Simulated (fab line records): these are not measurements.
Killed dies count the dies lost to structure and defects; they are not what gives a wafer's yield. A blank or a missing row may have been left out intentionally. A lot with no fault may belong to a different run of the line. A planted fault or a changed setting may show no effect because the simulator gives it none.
Matching of chambers -- flow n5_finfet -- N5_BEOL_M9_ILD_DEP_00 on pecvd-02: 3 sister chambers
The step deposits SiCOH lowk from DEMS/porogen, target thk 308.51 nm, time 58 s. 3 wafers are shown with their chamber, then 9 later ones without.

## EACH WAFER AND ITS CHAMBER
wafer,chamber,throttle_valve_pct (%)
L087.1,2,13.4
L086.5,1,13.6
L086.6,0,14.6

## WAFERS WHOSE CHAMBER IS MISSING
wafer,throttle_valve_pct (%)
L091.3,14.5
L091.5,13.4
L091.6,14.5
L095.3,13.8
L095.5,13.8
L095.6,14.8
L092.1,14.3
L092.3,13.8
L092.5,14.7

## EACH ONE'S CHAMBER
wafer,from the rows above,in truth
L091.3,0,0
L091.5,can't be placed: 2 or 1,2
L091.6,0,0
L095.3,can't be placed: 1 or 2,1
L095.5,can't be placed: 1 or 2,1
L095.6,0,0
L092.1,0,0
L092.3,can't be placed: 1 or 2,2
L092.5,0,0
5 of 9 placed correctly. From these rows, 4 cannot be placed; in 4 the true chamber is one of the candidates. Wrongly placed: 0.
How it was worked out, from the rows above alone: a wafer's distance from a chamber is the root of the sum, over the readings, of the square of ((its reading less the chamber's mean) divided by the reading's scatter). If the next closest chamber is less than 2 further off than the closest, the wafer can't be placed; otherwise it belongs to the closest. For every chamber, the mean is computed from those of its wafers that are shown. The scatter: root of mean squared gap, hidden wafer to nearest shown wafer, with one shown wafer a chamber.
